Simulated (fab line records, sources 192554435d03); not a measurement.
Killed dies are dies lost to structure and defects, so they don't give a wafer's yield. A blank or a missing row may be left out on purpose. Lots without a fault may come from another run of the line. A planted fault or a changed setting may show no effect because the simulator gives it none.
Chamber matching | flow n5_finfet | N5_BEOL_M3_DESCUM_16 on rie_diel-01: 3 sister chambers
The step chemistry O2, time 7 s. 14 wafers are shown with their chamber, then 6 later ones without.

WAFERS WITH THEIR CHAMBER
wafer  | chamber | drypump_motor_current_A (A) | throttle_valve_pct (%) | showerhead_plenum_p_Torr (Torr)
L080.2 | 1       | 6.3                         | 20.05                  | 2.03
L080.3 | 2       | 5.2                         | 20.59                  | 2.04
L080.6 | 3       | 6.0                         | 20.27                  | 2.10
L084.2 | 1       | 6.3                         | 20.07                  | 2.02
L084.3 | 2       | 5.1                         | 20.60                  | 2.03
L084.6 | 2       | 5.2                         | 20.60                  | 2.03
L086.3 | 2       | 5.2                         | 20.62                  | 2.03
L086.5 | 2       | 5.1                         | 20.61                  | 2.03
L086.6 | 1       | 6.3                         | 20.10                  | 2.02
L088.1 | 3       | 6.0                         | 20.32                  | 2.09
L088.4 | 1       | 6.3                         | 20.10                  | 2.02
L088.5 | 2       | 5.1                         | 20.60                  | 2.03
L089.1 | 2       | 5.2                         | 20.63                  | 2.03
L089.2 | 3       | 6.0                         | 20.32                  | 2.09

SIGNATURES (means of the wafers above)
reading                  | chamber 1 | chamber 2 | chamber 3 | scatter within a chamber
drypump_motor_current_A  | 6.300     | 5.157     | 6.000     | 0.0395
throttle_valve_pct       | 20.0800   | 20.6071   | 20.3033   | 0.0205
showerhead_plenum_p_Torr | 2.0225    | 2.0314    | 2.0933    | 0.00455
Rule: a wafer's distance from a chamber is the root of the sum, over the readings, of the square of ((its reading less the chamber's mean) divided by the reading's scatter). The wafer belongs to the nearest chamber; if the next one is less than 2 further off, it can't be placed. The scatter: the root of (the sum of the squares of (reading less its chamber's mean) over the shown wafers, divided by (wafers less chambers)).

WAFERS WITHOUT THEIR CHAMBER
wafer  | drypump_motor_current_A (A) | throttle_valve_pct (%) | showerhead_plenum_p_Torr (Torr)
L089.6 | 6.3                         | 20.09                  | 2.02
L094.2 | 6.3                         | 20.11                  | 2.01
L094.4 | 6.0                         | 20.34                  | 2.08
L097.1 | 6.0                         | 20.34                  | 2.08
L097.4 | 5.1                         | 20.65                  | 2.02
L097.6 | 5.2                         | 20.65                  | 2.03

WHICH CHAMBER EACH WENT THROUGH
wafer  | from the rows above | in truth
L089.6 | 1                   | 1
L094.2 | 1                   | 1
L094.4 | 3                   | 3
L097.1 | 3                   | 3
L097.4 | 2                   | 2
L097.6 | 2                   | 2
Placed correctly: 6 of 6. Can't be placed from these rows: 0. Placed wrongly: 0.
